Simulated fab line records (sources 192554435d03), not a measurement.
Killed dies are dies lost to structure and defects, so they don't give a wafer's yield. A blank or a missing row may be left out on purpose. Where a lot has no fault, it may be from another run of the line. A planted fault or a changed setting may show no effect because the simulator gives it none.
Matching of chambers	flow n5-finfet	pecvd-04 running N5_BEOL_M4_ILD_DEP_00: 3 sister chambers
The step deposits SiOC from DEMS/O2, target thk 79 nm, time 15.3 s. 3 wafers are shown with their chamber, then 6 later ones without.

## WAFERS, EACH WITH ITS CHAMBER
wafer	chamber	throttle-valve-pct (%)
L911.3	1	11.6
L911.5	2	11.2
L911.6	0	12.2

## WAFERS WITH NO CHAMBER GIVEN
wafer	throttle-valve-pct (%)
L913.1	11.3
L913.4	11.4
L913.6	12.2
L915.3	11.6
L915.5	11.4
L915.6	11.5

## CHAMBER TAKEN BY EACH
wafer	from the rows above	in truth
L913.1	can't be placed: 2 or 1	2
L913.4	can't be placed: 1 or 2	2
L913.6	0	0
L915.3	1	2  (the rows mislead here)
L915.5	can't be placed: 1 or 2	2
L915.6	can't be placed: 1 or 2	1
Correct placement for 1 of the 6. From these rows, 4 cannot be placed; in 4 the true chamber is one of the candidates. Wrongly placed: 1.
How it was worked out, from the rows above alone: a wafer's distance from a chamber is the root of the sum, over the readings, of the square of ((its reading less the chamber's mean) divided by the reading's scatter). If the next closest chamber is less than 2 further off than the closest, the wafer can't be placed; otherwise it belongs to the closest. For every chamber, the mean is computed from those of its wafers that are shown. The scatter: root of mean squared gap, hidden wafer to nearest shown wafer, with one shown wafer a chamber.
